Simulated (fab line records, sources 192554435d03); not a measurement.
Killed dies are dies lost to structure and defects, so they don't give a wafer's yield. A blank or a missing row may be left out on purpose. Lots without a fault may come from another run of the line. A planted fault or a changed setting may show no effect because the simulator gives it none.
Chamber matching | flow n5_finfet | N5_HKMG_FIN_ETCH_67 on rie_diel-01: 4 sister chambers
The step etches SOC in N2/H2, stops on TiN, target depth 388.9 nm. 8 wafers are shown with their chamber, then 8 later ones without.

WAFERS WITH THEIR CHAMBER
wafer  | chamber | showerhead_plenum_p_Torr (Torr) | drypump_motor_current_A (A)
L078.6 | 1       | 2.51                            | 6.5
L081.2 | 1       | 2.51                            | 6.4
L081.3 | 0       | 2.44                            | 6.2
L081.6 | 3       | 2.33                            | 5.2
L082.1 | 0       | 2.44                            | 6.2
L082.3 | 3       | 2.32                            | 5.1
L082.4 | 2       | 2.63                            | 5.4
L084.1 | 2       | 2.63                            | 5.5

WAFERS WITHOUT THEIR CHAMBER
wafer  | showerhead_plenum_p_Torr (Torr) | drypump_motor_current_A (A)
L084.3 | 2.44                            | 6.2
L084.4 | 2.50                            | 6.5
L094.1 | 2.62                            | 5.4
L094.3 | 2.43                            | 6.3
L094.4 | 2.49                            | 6.4
L097.1 | 2.31                            | 5.1
L097.5 | 2.62                            | 5.4
L097.6 | 2.31                            | 5.1

WHICH CHAMBER EACH WENT THROUGH
wafer  | from the rows above | in truth
L084.3 | 0                   | 0
L084.4 | 1                   | 1
L094.1 | 2                   | 2
L094.3 | 0                   | 0
L094.4 | 1                   | 1
L097.1 | 3                   | 3
L097.5 | 2                   | 2
L097.6 | 3                   | 3
Placed correctly: 8 of 8. Can't be placed from these rows: 0. Placed wrongly: 0.
How it was worked out, from the rows above alone: a wafer's distance from a chamber is the root of the sum, over the readings, of the square of ((its reading less the chamber's mean) divided by the reading's scatter). The wafer belongs to the nearest chamber; if the next one is less than 2 further off, it can't be placed. A chamber's mean is the mean of its shown wafers. The scatter: the root of (the sum of the squares of (reading less its chamber's mean) over the shown wafers, divided by (wafers less chambers)).
